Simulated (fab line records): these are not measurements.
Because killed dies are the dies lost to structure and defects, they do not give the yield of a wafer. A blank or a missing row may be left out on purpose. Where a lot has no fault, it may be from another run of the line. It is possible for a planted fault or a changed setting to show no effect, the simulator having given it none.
Chamber matching :: flow nand harc :: rie diel-10 running NHARC_P_GATE_STRIP_101: 4 sister chambers
The step strips in O2, time 20 s. 4 wafers are shown with their chamber, then 8 later ones without.

== WAFERS WITH THEIR CHAMBER ==
wafer: L082.6
chamber: 1
oes product au (a.u.): 1.008

wafer: L085.4
chamber: 3
oes product au (a.u.): 1.006

wafer: L085.5
chamber: 2
oes product au (a.u.): 0.999

wafer: L087.1
chamber: 0
oes product au (a.u.): 0.994

== WAFERS WHOSE CHAMBER IS MISSING ==
wafer: L087.3
oes product au (a.u.): 1.015

wafer: L087.5
oes product au (a.u.): 0.999

wafer: L092.4
oes product au (a.u.): 0.982

wafer: L092.5
oes product au (a.u.): 0.997

wafer: L092.6
oes product au (a.u.): 0.994

wafer: L095.1
oes product au (a.u.): 1.011

wafer: L095.3
oes product au (a.u.): 1.012

wafer: L095.4
oes product au (a.u.): 1.003

== WHICH CHAMBER EACH WENT THROUGH ==
wafer: L087.3
from the rows above: can't be placed: 1 or 3 or 2
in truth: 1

wafer: L087.5
from the rows above: can't be placed: 2 or 0 or 3 or 1
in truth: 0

wafer: L092.4
from the rows above: can't be placed: 0 or 2
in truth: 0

wafer: L092.5
from the rows above: can't be placed: 2 or 0 or 3 or 1
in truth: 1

wafer: L092.6
from the rows above: can't be placed: 0 or 2
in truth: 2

wafer: L095.1
from the rows above: can't be placed: 1 or 3 or 2
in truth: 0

wafer: L095.3
from the rows above: can't be placed: 1 or 3 or 2
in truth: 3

wafer: L095.4
from the rows above: can't be placed: 3 or 2 or 1 or 0
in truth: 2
Correct placement for 0 of the 8. Cannot be placed on the basis of these rows: 8; the candidates contain the true chamber in 7. 0 placed wrongly.
How it was worked out, from the rows above alone: a wafer's distance from a chamber is the root of the sum, over the readings, of the square of ((its reading less the chamber's mean) divided by the reading's scatter). The wafer belongs to the nearest chamber; if the next one is less than 2 further off, it can't be placed. A chamber's mean is the mean of its shown wafers. The scatter: with one shown wafer a chamber, the root of the mean of the squares of how far each hidden wafer lies from its nearest shown one.
